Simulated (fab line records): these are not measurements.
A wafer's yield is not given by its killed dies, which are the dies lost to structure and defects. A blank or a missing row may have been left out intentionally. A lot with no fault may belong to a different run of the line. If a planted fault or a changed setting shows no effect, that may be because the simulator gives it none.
Which tool is to blame? | flow nandHarc | 24 lots with 72 wafers sampled at 6 steps, on a route of 1302 steps

WHAT THE GAUGES SHOWED, per wafer
NHARC_P_STI_INSPECT_11.
lot  | measured     | on               | rawDefectCount
L074 | day 3 01:33  | defectInspect-01 | 6 7 3
L075 | day 3 01:23  | defectInspect-01 | 8 5 6
L076 | day 3 16:08  | defectInspect-01 | 5 10 9
L077 | day 4 00:22  | defectInspect-01 | 8 2 3
L078 | day 4 10:18  | defectInspect-01 | 6 17 9
L079 | day 4 21:46  | defectInspect-01 | 8 5 6
L080 | day 5 06:58  | defectInspect-01 | 4 6 7
L081 | day 5 16:25  | defectInspect-02 | 4 7 2
L082 | day 6 06:32  | defectInspect-02 | 5 9 10
L083 | day 6 12:50  | defectInspect-02 | 5 2 2
L084 | day 6 21:56  | defectInspect-01 | 7 2 6
L085 | day 7 09:13  | defectInspect-02 | 3 3 4
L086 | day 8 01:49  | defectInspect-01 | 3 2 5
L087 | day 8 01:40  | defectInspect-02 | 10 7 10
L088 | day 8 16:20  | defectInspect-01 | 10 3 9
L089 | day 9 01:21  | defectInspect-01 | 7 5 6
L090 | day 9 11:59  | defectInspect-02 | 5 1 8
L091 | day 9 20:02  | defectInspect-02 | 5 5 14
L092 | day 10 06:43 | defectInspect-02 | 4 4 4
L093 | day 10 17:31 | defectInspect-02 | 9 6 4
L094 | day 11 03:02 | defectInspect-01 | 6 5 3
L095 | day 11 14:02 | defectInspect-02 | 8 6 9
L096 | day 12 00:52 | defectInspect-02 | 6 9 6
L097 | day 12 10:32 | defectInspect-01 | 5 7 6

NHARC_P_CONTACT_OVL_MEAS_13.
lot  | measured     | on         | overlayXNm (nm) | overlayYNm (nm)
L074 | day 6 01:49  | overlay-01 | 1.0 0.9 1.3     | 0.5 0.5 0.1
L075 | day 6 01:17  | overlay-02 | 0.7 0.6 0.3     | -0.2 -0.5 -0.3
L076 | day 6 17:24  | overlay-01 | 1.1 0.5 0.0     | -0.6 -0.2 -0.1
L077 | day 7 00:49  | overlay-02 | -0.1 0.8 0.0    | -1.3 -1.7 -2.1
L078 | day 7 09:38  | overlay-02 | -0.8 -0.5 -1.1  | -0.7 -0.7 -0.2
L079 | day 7 23:12  | overlay-01 | -1.0 -0.8 0.0   | 0.3 0.1 0.3
L080 | day 8 03:56  | overlay-01 | -0.4 -0.3 -0.3  | -0.3 -0.5 -0.4
L081 | day 8 15:36  | overlay-01 | -0.2 -0.7 -0.5  | -1.1 -0.7 -1.3
L082 | day 9 05:11  | overlay-02 | 0.8 0.9 0.6     | -0.8 -0.9 -0.5
L083 | day 9 12:16  | overlay-01 | -0.2 0.2 -0.1   | -0.7 -0.4 0.0
L084 | day 10 02:18 | overlay-02 | -0.2 0.4 -0.1   | -1.5 -1.1 -0.9
L085 | day 10 10:18 | overlay-01 | 1.3 1.1 1.2     | -0.6 -0.5 -0.8
L086 | day 11 07:16 | overlay-01 | 0.3 0.3 0.1     | 0.1 0.4 0.3
L087 | day 11 06:15 | overlay-02 | 0.1 -0.6 -0.9   | 0.4 0.8 0.5
L088 | day 11 20:38 | overlay-01 | 1.9 1.9 1.0     | -0.5 -0.8 -1.3
L089 | day 11 21:09 | overlay-02 | 1.3 0.4 0.6     | 0.4 -0.2 -0.2
L090 | day 12 11:39 | overlay-02 | -0.2 0.0 0.0    | -0.1 0.3 0.0
L091 | day 12 19:37 | overlay-02 | -1.6 -1.4 -1.6  | -0.4 -0.6 -0.7
L092 | day 13 05:55 | overlay-01 | -0.2 -0.3 -0.1  | 1.3 1.5 1.2
L093 | day 13 15:40 | overlay-01 | 1.3 0.8 0.8     | -0.7 -0.4 -0.4
L094 | day 14 06:55 | overlay-01 | -0.6 0.2 -0.6   | 1.1 0.6 0.7
L095 | day 14 11:07 | overlay-01 | -0.3 -0.1 0.1   | 0.3 -0.4 -0.6
L096 | day 15 01:44 | overlay-01 | -0.3 -0.6 -1.0  | -0.1 -0.4 0.3
L097 | day 15 09:00 | overlay-02 | 0.7 0.0 0.0     | 0.7 0.5 0.6

WHAT TOOL EACH LOT RAN ON (gives the tool, then ch and the chambers of the sampled wafers, and finally the start)
lot  | NHARC_P_ZERO_WELL_RTA_42        | NHARC_P_GATE_DESCUM_13            | NHARC_P_GATE_ETCH_114                        | NHARC_P_GATE_STRIP_111
L074 | rtpAnneal-01 ch 0, day 2 02:47  | rieDiel-04 ch 0,1,3, day 4 15:13  | rieDiel-04 ch 0,2, day 5 18:12 or earlier    | plasmaAsher-02 ch 0,1, day 5 18:12
L075 | rtpAnneal-02 ch 0, day 2 12:53  | rieDiel-06 ch 0,1,2, day 4 15:14  | rieDiel-06 ch 0,2,3, day 5 17:47 or earlier  | plasmaAsher-01 ch 0,1, day 5 17:47
L076 | rtpAnneal-02 ch 0, day 3 00:22  | rieDiel-08 ch 0,1,3, day 5 03:46  | rieDiel-06 ch 0,2,3, day 6 09:53 or earlier  | plasmaAsher-02 ch 0,1, day 6 09:53
L077 | rtpAnneal-01 ch 0, day 3 09:04  | rieDiel-08 ch 1,2, day 5 11:55    | rieDiel-06 ch 2,3, day 6 16:53 or earlier    | plasmaAsher-02 ch 0,1, day 6 16:53
L078 | rtpAnneal-01 ch 0, day 3 18:50  | rieDiel-04 ch 2,3, day 5 23:24    | rieDiel-04 ch 1,3, day 7 01:44 or earlier    | plasmaAsher-01 ch 0,1, day 7 01:44
L079 | rtpAnneal-01 ch 0, day 4 04:59  | rieDiel-08 ch 0,2,3, day 6 13:02  | rieDiel-08 ch 0,1, day 7 15:37 or earlier    | plasmaAsher-01 ch 0, day 7 15:37
L080 | rtpAnneal-02 ch 0, day 4 14:57  | rieDiel-08 ch 0,1,3, day 6 17:15  | rieDiel-08 ch 0,2,3, day 7 20:22 or earlier  | plasmaAsher-02 ch 0,1, day 7 20:22
L081 | rtpAnneal-01 ch 0, day 5 00:46  | rieDiel-08 ch 0,1,2, day 7 04:15  | rieDiel-06 ch 0,1,2, day 8 07:52 or earlier  | plasmaAsher-01 ch 0,1, day 8 07:52
L082 | rtpAnneal-02 ch 0, day 5 11:07  | rieDiel-08 ch 0,1, day 7 18:59    | rieDiel-08 ch 0,1,3, day 8 21:35 or earlier  | plasmaAsher-02 ch 0,1, day 8 21:35
L083 | rtpAnneal-01 ch 0, day 5 21:09  | rieDiel-04 ch 1,2, day 7 23:16    | rieDiel-06 ch 2,3, day 9 04:53 or earlier    | plasmaAsher-01 ch 0,1, day 9 04:53
L084 | rtpAnneal-02 ch 0, day 6 07:03  | rieDiel-06 ch 0,1, day 8 11:54    | rieDiel-04 ch 2,3, day 9 18:44 or earlier    | plasmaAsher-02 ch 0,1, day 9 18:44
L085 | rtpAnneal-01 ch 0, day 6 16:58  | rieDiel-04 ch 0,2,3, day 9 00:30  | rieDiel-08 ch 0,1, day 10 02:52 or earlier   | plasmaAsher-01 ch 0,1, day 10 02:52
L086 | rtpAnneal-01 ch 0, day 7 09:01  | rieDiel-08 ch 1,3, day 9 13:22    | rieDiel-06 ch 0,2,3, day 10 23:35 or earlier | plasmaAsher-01 ch 0,1, day 10 23:35
L087 | rtpAnneal-01 ch 0, day 7 12:51  | rieDiel-06 ch 1,2,3, day 9 13:31  | rieDiel-06 ch 0,3, day 10 22:40 or earlier   | plasmaAsher-02 ch 1, day 10 22:40
L088 | rtpAnneal-01 ch 0, day 7 23:04  | rieDiel-08 ch 1,2,3, day 10 10:50 | rieDiel-04 ch 2,3, day 11 12:59 or earlier   | plasmaAsher-01 ch 0,1, day 11 12:59
L089 | rtpAnneal-02 ch 0, day 8 09:25  | rieDiel-04 ch 0,1,2, day 10 10:41 | rieDiel-08 ch 1,2, day 11 13:14 or earlier   | plasmaAsher-02 ch 0,1, day 11 13:14
L090 | rtpAnneal-02 ch 0, day 8 18:56  | rieDiel-08 ch 0,1,3, day 10 23:28 | rieDiel-08 ch 1,2,3, day 12 04:04 or earlier | plasmaAsher-02 ch 0,1, day 12 04:04
L091 | rtpAnneal-01 ch 0, day 9 04:53  | rieDiel-06 ch 0,2,3, day 11 08:00 | rieDiel-06 ch 0,2,3, day 12 12:03 or earlier | plasmaAsher-01 ch 0,1, day 12 12:03
L092 | rtpAnneal-02 ch 0, day 9 15:07  | rieDiel-04 ch 0,1,2, day 11 18:56 | rieDiel-04 ch 1,3, day 12 22:11 or earlier   | plasmaAsher-02 ch 0,1, day 12 22:11
L093 | rtpAnneal-02 ch 0, day 10 00:55 | rieDiel-04 ch 0,2,3, day 12 05:52 | rieDiel-08 ch 0,1,3, day 13 08:13 or earlier | plasmaAsher-02 ch 0,1, day 13 08:13
L094 | rtpAnneal-01 ch 0, day 10 11:57 | rieDiel-06 ch 0,1,2, day 12 20:19 | rieDiel-06 ch 1,2, day 13 23:07 or earlier   | plasmaAsher-02 ch 0,1, day 13 23:07
L095 | rtpAnneal-01 ch 0, day 10 20:47 | rieDiel-08 ch 1,3, day 13 00:51   | rieDiel-06 ch 0,2,3, day 14 03:16 or earlier | plasmaAsher-01 ch 0,1, day 14 03:16
L096 | rtpAnneal-02 ch 0, day 11 07:01 | rieDiel-04 ch 0,1, day 13 14:17   | rieDiel-08 ch 0,1, day 14 18:09 or earlier   | plasmaAsher-01 ch 0,1, day 14 18:09
L097 | rtpAnneal-02 ch 0, day 11 17:17 | rieDiel-04 ch 0,1,3, day 13 22:55 | rieDiel-06 ch 0,1,2, day 15 01:14 or earlier | plasmaAsher-02 ch 0,1, day 15 01:14
- NHARC_P_ZERO_WELL_RTA_42: time 300 s.
- NHARC_P_GATE_DESCUM_13: chemistry O2, time 3 s.
- NHARC_P_GATE_ETCH_114: etches the open film in CF4/O2, target depth 30 nm, overetch 3 nm, time 16.5 s.
- NHARC_P_GATE_STRIP_111: strips in N2/H2, time 250 s.

AS READ BY THE TOOLS THEMSELVES (means over the sampled wafers that have a number; for cases with no such wafer, the mark the record gives instead)
NHARC_P_ZERO_WELL_RTA_42.
lot  | tool         | lampPowerPct (%) | lamp_zone_6_pct (%) | wafer_temp_C_max
L074 | rtpAnneal-01 | 34               | 34                  | 1109.5
L075 | rtpAnneal-02 | 42               | 42                  | 1104.0
L076 | rtpAnneal-02 | 42               | 42                  | 1106.2
L077 | rtpAnneal-01 | 34               | 34                  | 1109.7
L078 | rtpAnneal-01 | 34               | 34                  | 1109.8
L079 | rtpAnneal-01 | 34               | 34                  | 1108.6
L080 | rtpAnneal-02 | 42               | 42                  | 1105.8
L081 | rtpAnneal-01 | 34               | 34                  | 1109.6
L082 | rtpAnneal-02 | 42               | 42                  | 1104.6
L083 | rtpAnneal-01 | 34               | 34                  | 1111.6
L084 | rtpAnneal-02 | 42               | 42                  | 1106.1
L085 | rtpAnneal-01 | 34               | 34                  | 1109.5
L086 | rtpAnneal-01 | 34               | 34                  | 1109.4
L087 | rtpAnneal-01 | 34               | 34                  | 1109.2
L088 | rtpAnneal-01 | 34               | 34                  | 1109.2
L089 | rtpAnneal-02 | 42               | 42                  | 1104.8
L090 | rtpAnneal-02 | 42               | 42                  | 1105.1
L091 | rtpAnneal-01 | 34               | 34                  | 1109.7
L092 | rtpAnneal-02 | 42               | 42                  | 1104.7
L093 | rtpAnneal-02 | 42               | 42                  | 1104.5
L094 | rtpAnneal-01 | 34               | 34                  | 1108.9
L095 | rtpAnneal-01 | 34               | 34                  | 1110.6
L096 | rtpAnneal-02 | 42               | 42                  | 1105.5
L097 | rtpAnneal-02 | 42               | 42                  | 1105.2

NHARC_P_GATE_DESCUM_13.
lot  | tool       | drypumpMotorCurrentA (A) | mfcArSccm (sccm) | oesProductAu (a.u.) | rfVppV (V) | showerheadPlenumPTorr (Torr) | throttleValvePct (%)
L074 | rieDiel-04 | 6.0                      | 0.006            | 1.018               | 57.4       | 1.87                         | 11.307
L075 | rieDiel-06 | 5.6                      | 0.009            | 0.996               | 58.0       | 1.93                         | 11.316
L076 | rieDiel-08 | 5.5                      | 0.009            | 1.009               | 58.4       | 1.88                         | 11.316
L077 | rieDiel-08 | 5.5                      | 0.009            | 1.024               | 57.4       | 1.91                         | 11.317
L078 | rieDiel-04 | 5.9                      | 0.011            | 1.020               | 58.0       | 1.91                         | 11.324
L079 | rieDiel-08 | 5.5                      | 0.018            | 0.990               | 58.6       | 1.96                         | 11.304
L080 | rieDiel-08 | 5.5                      | 0.009            | 1.001               | 56.8       | 1.88                         | 11.311
L081 | rieDiel-08 | 5.3                      | 0.009            | 1.009               | 58.0       | 1.92                         | 11.307
L082 | rieDiel-08 | 5.2                      | 0.000            | 0.996               | 58.5       | 1.85                         | 11.314
L083 | rieDiel-04 | 5.7                      | 0.000            | 1.003               | 58.0       | 1.91                         | 11.312
L084 | rieDiel-06 | 5.5                      | 0.017            | 0.987               | 57.5       | 1.95                         | 11.315
L085 | rieDiel-04 | 5.7                      | 0.006            | 1.001               | 57.9       | 1.89                         | 11.323
L086 | rieDiel-08 | 5.6                      | 0.009            | 1.004               | 57.1       | 1.87                         | 11.306
L087 | rieDiel-06 | 5.7                      | 0.000            | 0.999               | 58.4       | 1.94                         | 11.304
L088 | rieDiel-08 | 5.6                      | 0.018            | 1.003               | 57.7       | 1.95                         | 11.315
L089 | rieDiel-04 | 5.6                      | 0.000            | 0.996               | 57.5       | 1.89                         | 11.317
L090 | rieDiel-08 | 5.5                      | 0.009            | 0.998               | 56.8       | 1.88                         | 11.314
L091 | rieDiel-06 | 5.5                      | 0.009            | 1.005               | 58.8       | 1.92                         | 11.318
L092 | rieDiel-04 | 5.6                      | 0.000            | 1.000               | 56.8       | 1.88                         | 11.311
L093 | rieDiel-04 | 5.7                      | 0.006            | 0.997               | 57.5       | 1.89                         | 11.316
L094 | rieDiel-06 | 5.7                      | 0.009            | 1.010               | 58.1       | 1.92                         | 11.306
L095 | rieDiel-08 | 5.6                      | 0.009            | 0.989               | 57.6       | 1.87                         | 11.327
L096 | rieDiel-04 | 5.8                      | 0.000            | 0.997               | 56.9       | 1.85                         | 11.319
L097 | rieDiel-04 | 5.9                      | 0.006            | 1.008               | 57.5       | 1.87                         | 11.313

NHARC_P_GATE_ETCH_114.
lot  | tool       | cf4FlowSccm (sccm) | drypumpMotorCurrentA (A) | mfcArSccm (sccm) | oesProductAu (a.u.) | rfVppV (V) | showerheadPlenumPTorr (Torr) | throttleValvePct (%)
L074 | rieDiel-04 | 80.11              | 5.5                      | 0.000            | 0.993               | 197.6      | 1.31                         | 13.395
L075 | rieDiel-06 | 80.08              | 5.5                      | 0.009            | 0.985               | 197.1      | 1.34                         | 13.408
L076 | rieDiel-06 | 79.87              | 5.5                      | 0.009            | 1.000               | 198.1      | 1.34                         | 13.397
L077 | rieDiel-06 | 80.02              | 5.6                      | 0.000            | 1.002               | 197.2      | 1.35                         | 13.401
L078 | rieDiel-04 | 79.97              | 6.1                      | 0.011            | 1.018               | 196.5      | 1.32                         | 13.406
L079 | rieDiel-08 | 80.07              | 5.4                      | 0.000            | 1.015               | 196.8      | 1.29                         | 13.400
L080 | rieDiel-08 | 79.97              | 5.4                      | 0.018            | 0.984               | 198.1      | 1.37                         | 13.390
L081 | rieDiel-06 | 79.73              | 5.7                      | 0.009            | 0.998               | 198.5      | 1.34                         | 13.391
L082 | rieDiel-08 | 80.19              | 5.5                      | 0.009            | 1.004               | 197.4      | 1.32                         | 13.399
L083 | rieDiel-06 | 80.02              | 5.7                      | 0.000            | 1.000               | 198.4      | 1.32                         | 13.401
L084 | rieDiel-04 | 80.14              | 5.5                      | 0.006            | 1.000               | 198.7      | 1.35                         | 13.403
L085 | rieDiel-08 | 79.83              | 5.2                      | 0.000            | 1.014               | 197.7      | 1.29                         | 13.401
L086 | rieDiel-06 | 79.91              | 5.5                      | 0.009            | 1.004               | 198.0      | 1.34                         | 13.393
L087 | rieDiel-06 | 80.42              | 5.3                      | 0.017            | 1.002               | 198.2      | 1.35                         | 13.402
L088 | rieDiel-04 | 80.09              | 5.5                      | 0.006            | 1.002               | 197.7      | 1.35                         | 13.399
L089 | rieDiel-08 | 79.79              | 5.4                      | 0.019            | 0.995               | 198.3      | 1.38                         | 13.388
L090 | rieDiel-08 | 80.03              | 5.6                      | 0.018            | 1.005               | 197.7      | 1.36                         | 13.402
L091 | rieDiel-06 | 79.78              | 5.5                      | 0.009            | 1.004               | 198.2      | 1.34                         | 13.395
L092 | rieDiel-04 | 80.06              | 6.1                      | 0.011            | 1.006               | 197.3      | 1.32                         | 13.398
L093 | rieDiel-08 | 80.14              | 5.5                      | 0.009            | 0.997               | 196.8      | 1.32                         | 13.398
L094 | rieDiel-06 | 79.59              | 5.9                      | 0.000            | 0.992               | 198.1      | 1.35                         | 13.402
L095 | rieDiel-06 | 79.96              | 5.5                      | 0.009            | 1.013               | 198.3      | 1.34                         | 13.406
L096 | rieDiel-08 | 79.97              | 5.2                      | 0.000            | 1.014               | 196.8      | 1.29                         | 13.398
L097 | rieDiel-06 | 80.15              | 5.6                      | 0.009            | 0.994               | 198.5      | 1.34                         | 13.397

NHARC_P_GATE_STRIP_111.
lot  | tool           | drypumpMotorCurrentA (A) | heaterPowerW (W)
L074 | plasmaAsher-02 | 5.3                      | 92
L075 | plasmaAsher-01 | 5.2                      | 86
L076 | plasmaAsher-02 | 5.3                      | 94
L077 | plasmaAsher-02 | 5.3                      | 93
L078 | plasmaAsher-01 | 5.2                      | 86
L079 | plasmaAsher-01 | 4.8                      | 86
L080 | plasmaAsher-02 | 5.6                      | 103
L081 | plasmaAsher-01 | 5.2                      | 90
L082 | plasmaAsher-02 | 5.5                      | 102
L083 | plasmaAsher-01 | 5.2                      | 90
L084 | plasmaAsher-02 | 5.5                      | 103
L085 | plasmaAsher-01 | 5.1                      | 88
L086 | plasmaAsher-01 | 5.2                      | 89
L087 | plasmaAsher-02 | 5.8                      | 114
L088 | plasmaAsher-01 | 5.2                      | 89
L089 | plasmaAsher-02 | 5.5                      | 104
L090 | plasmaAsher-02 | 5.6                      | 102
L091 | plasmaAsher-01 | 5.5                      | 91
L092 | plasmaAsher-02 | 5.5                      | 102
L093 | plasmaAsher-02 | 5.5                      | 100
L094 | plasmaAsher-02 | 5.3                      | 91
L095 | plasmaAsher-01 | 5.2                      | 89
L096 | plasmaAsher-01 | 5.5                      | 90
L097 | plasmaAsher-02 | 5.3                      | 88

THE ANSWER, worked out from the rows above alone
Rule: the lots themselves supply what counts as usual. The widest of any qualifying gaps counts: lots, ordered by their means at a reading, are off when they make up no more than a third of the lots, leave a main group of 4 or more, and stand apart from it by 3 or more times the standard deviation of that group's means. A main group whose means are all the same, to the digits that the tables above print for the reading, isn't used. A lot without any number at a reading at which 4 lots or more have one is off too. The other lots that the step has rows for count as sound. After the gauges, taken in route order, come the tools' own readings; for these a lot's mean is taken, as printed above. The first step at which some lot is off is used, and at that step the reading that is off furthest; a lot without a number counts as furthest.
No lot is off at any reading shown: from this, nothing can be told.

WHAT HAD BEEN PUT IN BY THE SIMULATOR
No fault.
